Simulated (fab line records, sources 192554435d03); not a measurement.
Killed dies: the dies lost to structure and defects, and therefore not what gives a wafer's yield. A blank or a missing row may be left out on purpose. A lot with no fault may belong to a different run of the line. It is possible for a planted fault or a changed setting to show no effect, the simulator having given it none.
Struck lot and sound lot, side by side / flow n5 finfet / 20 out of 1938 route steps
Sound: the wafers L825.1, L825.3, L825.5. The struck wafers were L816.1, L816.2, L816.3. Last of all comes the cause.
Per side, at each step with rows, come the tool, then ch with its chambers, and then its first start. Under that, the readings that differ: sound wafers / struck wafers / difference of the means / sigmas: that difference in standard deviations of wafers without a fault.
alike: readings whose means differ by less than 2 such deviations, and words and numbers that are the same on both sides. not compared: withheld readings, readings that some wafer has no value for, bounds like >300 that may hide the same value, and numbers for which the record gives no deviation and whose values overlap.
The two part at a step that has a row with sigmas, a row that says differs or no value, or rows on one side only. When numbers do not overlap yet have no deviation, they are printed without sigmas and do not part them. A reading missing from all wafers of one side parts the sides only when that side holds two or more wafers.

first, 8 steps without rows for these wafers: N5_BEOL_M14_DESCUM_15 (chemistry O2, time 7.9 s); N5_BEOL_M14_ETCH_59 (etches BARC in N2/H2, target depth 89 nm, overetch 26.7 nm, time 67.9 s); N5_BEOL_M14_VIA_ETCH_16 (etches SiO2 in C4F8/O2/Ar, target depth 1231.3 nm); N5_BEOL_M14_STRIP_63 (strips in O2); N5_BEOL_M14_STRIP_64 (strips in O2); N5_BEOL_M14_STRIP_71 (strips in post etch residue remover, time 60 s); N5_BEOL_M14_SRD_72 (time 30 s, dry time 30 s); N5_BEOL_M14_COAT_65 (time 60 s, resist thk 450 nm).
N5_BEOL_M14_COAT_66: time 60 s, resist thk 110 nm.
  sound on litho track-02 ch 0, day 16 03:34; struck on litho track-01 ch 0, day 14 12:29
reading=spin speed rpm (rpm); sound=1499.6 1500.6 1500.3; struck=1778.4 1776.2 1777.1; difference=+277.1; sigmas=+99 or more
reading=model.SiARC_of_BEOL_M14_COAT_66.thk nm (nm); sound=110 109.8 110; struck=100.8 101 100.8; difference=-9.1; sigmas=
  alike: heater power total W
then, 8 steps without rows for these wafers: N5_BEOL_M14_COAT_22 (resist thk 300 nm); N5_BEOL_M14_EBR_24; N5_BEOL_M14_SOFTBAKE_23 (time 60 s); N5_BEOL_M14_EXPOSE_25 (exposes mask M14, target cd 280 nm); N5_BEOL_M14_PEB_26 (peb time 90 s); N5_BEOL_M14_DEVELOP_27 (develop time 45 s); N5_BEOL_M14_HARDBAKE_32 (time 120 s); N5_BEOL_M14_DESCUM_33 (chemistry O2, time 7.9 s).
N5_BEOL_M14_ETCH_67: etches SiARC in CF4, target depth 143 nm, time 238.3 s.
  sound on rie diel-05 ch 0,1, day 16 03:59; struck on rie diel-04 ch 0,1,2, day 14 13:10
reading=etch rf on time s (s); sound=246 241 244; struck=213 215 213; difference=-30; sigmas=-8
reading=model.etch.depth nm (nm); sound=110.1 109.7 109.9; struck=100.8 100.9 100.9; difference=-9.0; sigmas=
reading=model.coat_of_BEOL_M14_COAT_22.thk nm (nm); sound=211.2 212.2 211.4; struck=218.4 217.2 217.4; difference=+6.1; sigmas=
  alike: drypump motor current A, oes product au, rf vpp V, showerhead plenum p Torr, throttle valve pct
  not compared: rf hours counter h
N5_BEOL_M14_ETCH_68: etches SOC in N2/H2, time 450 s.
  sound on rie diel-05 ch 0,1, day 16 04:08; struck on rie diel-04 ch 0,1,2, day 14 13:18
reading=model.SiARC_of_BEOL_M14_COAT_66.thk nm (nm); sound=65.2 64.6 65.4; struck=56.2 55.6 54.6; difference=-9.6; sigmas=
  alike: drypump motor current A, oes product au, rf vpp V, showerhead plenum p Torr, throttle valve pct
  not compared: rf hours counter h
then, 1 step without rows for these wafers: N5_BEOL_M14_STRIP_69 (strips in N2/H2).

WHERE THEY PART
Earliest at N5_BEOL_M14_COAT_66; latest, in this record, at N5_BEOL_M14_ETCH_67. Later steps at which nothing parts them and some readings are alike: N5_BEOL_M14_ETCH_68.

WHY: what had been put in by the simulator
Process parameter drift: litho track-01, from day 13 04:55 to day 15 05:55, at N5_BEOL_M14_COAT_66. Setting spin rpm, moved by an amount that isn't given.
